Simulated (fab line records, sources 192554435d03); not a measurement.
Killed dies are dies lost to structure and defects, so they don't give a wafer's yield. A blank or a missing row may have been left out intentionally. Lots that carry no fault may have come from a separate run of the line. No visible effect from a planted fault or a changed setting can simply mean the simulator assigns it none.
Which tool was responsible? ; flow n5 finfet ; 12 lots, 36 wafers sampled, at 4 steps of a route of 1938

## WHAT THE GAUGES READ, wafer by wafer
N5_BEOL_M5_CD_MEAS_11: the cd target is 27.74 nm.
lot;measured;on;cd nm (nm)
L887;day 8 21:10;cd sem-01;27.99 27.74 27.87
L891;day 9 19:58;cd sem-03;27.85 27.44 27.44
L892;day 10 08:11;cd sem-01;27.92 28.15 27.53
L894;day 10 17:16;cd sem-01;28.06 27.94 28.60
L896;day 11 02:38;cd sem-01;27.86 28.10 28.08
L898;day 11 05:22;cd sem-01;27.71 28.13 28.10
L897;day 11 11:44;cd sem-03;27.78 28.20 27.70
L900;day 11 19:41;cd sem-03;27.51 27.49 27.44
L901;day 12 15:14;cd sem-01;27.67 28.27 27.49
L902;day 12 18:55;cd sem-03;28.19 28.07 27.93
L906;day 13 14:11;cd sem-02;28.02 27.84 27.76
L908;day 14 01:53;cd sem-02;27.85 28.05 27.90

## WHAT TOOL EACH LOT RAN ON (gives the tool, then ch and the chambers of the sampled wafers, and finally the start)
lot;N5_BEOL_M4_ANNEAL_89;N5_BEOL_M4_SPUTTER_92;N5_BEOL_M5_COAT_60
L887;pvd sputter-03, day 8 14:59;pvd sputter-03, day 8 15:20;litho track-05 ch 0, day 8 20:45
L891;pvd sputter-03, day 9 15:15;pvd sputter-03, day 9 15:37;litho track-04 ch 0, day 9 19:35
L892;pvd sputter-01, day 10 03:01;pvd sputter-01, day 10 03:23;litho track-04 ch 0, day 10 07:47
L894;pvd sputter-03, day 10 10:59;pvd sputter-03, day 10 11:20;litho track-04 ch 0, day 10 17:00
L896;pvd sputter-03, day 10 22:11;pvd sputter-03, day 10 22:32;litho track-05 ch 0, day 11 02:22
L898;pvd sputter-01, day 10 23:50;pvd sputter-01, day 11 00:12;litho track-05 ch 0, day 11 05:05
L897;pvd sputter-03, day 11 07:40;pvd sputter-03, day 11 08:01;litho track-03 ch 0, day 11 11:28
L900;pvd sputter-01, day 11 15:22;pvd sputter-01, day 11 15:44;litho track-03 ch 0, day 11 19:25
L901;pvd sputter-01, day 12 09:28;pvd sputter-01, day 12 09:49;litho track-04 ch 0, day 12 14:58
L902;pvd sputter-01, day 12 13:22;pvd sputter-01, day 12 13:43;litho track-05 ch 0, day 12 18:31
L906;pvd sputter-01, day 13 09:55;pvd sputter-01, day 13 10:16;litho track-04 ch 0, day 13 13:47
L908;pvd sputter-03, day 13 20:02;pvd sputter-03, day 13 20:23;litho track-03 ch 0, day 14 01:37
- N5_BEOL_M4_ANNEAL_89: time 240 s.
- N5_BEOL_M4_SPUTTER_92: material Cu, target thk 4.5 nm, time 8.29 s.
- N5_BEOL_M5_COAT_60: time 60 s, resist thk 12 nm.

## WHAT THE TOOLS THEMSELVES READ (means of the sampled wafers that have a number; where no wafer has one, the mark that the record gives instead)
N5_BEOL_M4_ANNEAL_89.
lot;tool;heater power w (W)
L887;pvd sputter-03;895
L891;pvd sputter-03;839
L892;pvd sputter-01;960
L894;pvd sputter-03;813
L896;pvd sputter-03;856
L898;pvd sputter-01;720
L897;pvd sputter-03;819
L900;pvd sputter-01;778
L901;pvd sputter-01;711
L902;pvd sputter-01;831
L906;pvd sputter-01;833
L908;pvd sputter-03;879

N5_BEOL_M4_SPUTTER_92.
lot;tool;throttle valve pct (%)
L887;pvd sputter-03;29.8
L891;pvd sputter-03;30.0
L892;pvd sputter-01;28.1
L894;pvd sputter-03;30.3
L896;pvd sputter-03;29.9
L898;pvd sputter-01;31.4
L897;pvd sputter-03;30.3
L900;pvd sputter-01;31.6
L901;pvd sputter-01;31.2
L902;pvd sputter-01;30.2
L906;pvd sputter-01;29.3
L908;pvd sputter-03;29.5

N5_BEOL_M5_COAT_60.
lot;tool;heater power total W (W);plate temp C (C);run length s (s)
L887;litho track-05;427.0;220.01;66.16
L891;litho track-04;428.7;219.93;66.14
L892;litho track-04;427.2;220.04;66.06
L894;litho track-04;428.6;220.09;66.21
L896;litho track-05;428.2;220.01;66.17
L898;litho track-05;425.6;219.86;66.12
L897;litho track-03;428.5;219.76;66.19
L900;litho track-03;428.9;219.92;66.08
L901;litho track-04;427.1;219.88;66.06
L902;litho track-05;425.9;220.01;66.17
L906;litho track-04;437.9;220.01;63.81
L908;litho track-03;425.2;219.83;66.26

## THE ANSWER, worked out from the rows above alone
Rule: what is usual is taken from the lots themselves. Put in order of their means at a reading, lots are off if they are a third of the lots or fewer, leave a main group of 4 or more, and stand apart from it by a gap of 3 or more times the standard deviation of the main group's means; of several such gaps the widest counts. The tables above print the reading to a certain number of digits; a main group whose means all agree to those digits is not used. Also off: a lot with no number at a reading for which 4 or more lots have one. Where the step has rows for the other lots, those lots are counted as sound. First the gauges in route order, then the tools' own readings, where a lot's mean is used as printed above. At the first step where some lot is off, the reading lying furthest off is the one used; lots without a number count as furthest.
Off, at N5_BEOL_M5_COAT_60 on run length s: L906. For the main group the mean is 66.15 s and the standard deviation 0.06.
A tool fits if, at that step or a process step before it, it ran every lot that is off, and no sound lot after the first of them. This does not decide it: 2 tools fit, namely pvd sputter-01 at N5_BEOL_M4_ANNEAL_89 and N5_BEOL_M4_SPUTTER_92 and litho track-04 at N5_BEOL_M5_COAT_60.

## WHAT WAS PUT IN BY THE SIMULATOR
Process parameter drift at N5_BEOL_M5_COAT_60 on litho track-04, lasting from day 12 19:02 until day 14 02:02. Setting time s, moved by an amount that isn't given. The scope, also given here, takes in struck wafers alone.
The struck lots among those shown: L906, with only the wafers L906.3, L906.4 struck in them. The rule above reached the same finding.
